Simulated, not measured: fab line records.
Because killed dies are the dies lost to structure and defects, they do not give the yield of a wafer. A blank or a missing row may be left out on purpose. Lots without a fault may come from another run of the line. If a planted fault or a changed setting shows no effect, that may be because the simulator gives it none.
Matching of chambers + flow n5_finfet + N5_FIN_SAQP_SPACER2_ALD_28 on ald_sin-04: 4 sister chambers
The step deposits SiO2, target thk 8.1 nm, pulse time 1 s, purge time 2 s. 4 wafers are shown with their chamber, then 9 later ones without.

== WAFERS, EACH WITH ITS CHAMBER ==
| wafer  | chamber | heater_power_w (W) |
|--------|---------|--------------------|
| L085.4 | 3       | 480                |
| L087.1 | 2       | 431                |
| L087.2 | 0       | 433                |
| L087.3 | 1       | 492                |

== WAFERS WITH NO CHAMBER GIVEN ==
| wafer  | heater_power_w (W) |
|--------|--------------------|
| L087.4 | 484                |
| L087.5 | 497                |
| L087.6 | 429                |
| L089.1 | 423                |
| L089.2 | 417                |
| L089.3 | 485                |
| L089.4 | 493                |
| L089.5 | 486                |
| L089.6 | 433                |

== THE CHAMBER EACH PASSED THROUGH ==
| wafer  | from the rows above     | in truth |
|--------|-------------------------|----------|
| L087.4 | can't be placed: 3 or 1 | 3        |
| L087.5 | can't be placed: 1 or 3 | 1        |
| L087.6 | can't be placed: 2 or 0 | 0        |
| L089.1 | can't be placed: 2 or 0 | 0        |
| L089.2 | can't be placed: 2 or 0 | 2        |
| L089.3 | can't be placed: 3 or 1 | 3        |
| L089.4 | can't be placed: 1 or 3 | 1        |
| L089.5 | can't be placed: 1 or 3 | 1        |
| L089.6 | can't be placed: 0 or 2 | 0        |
Placed correctly: 0 of 9. Cannot be placed on the basis of these rows: 9; the candidates contain the true chamber in 9. Placed wrongly: 0.
How it was worked out, from the rows above alone: a wafer's distance from a chamber is the root of the sum, over the readings, of the square of ((its reading less the chamber's mean) divided by the reading's scatter). If the next closest chamber is less than 2 further off than the closest, the wafer can't be placed; otherwise it belongs to the closest. A chamber's mean is the mean of its shown wafers. The scatter: root of mean squared gap, hidden wafer to nearest shown wafer, with one shown wafer a chamber.
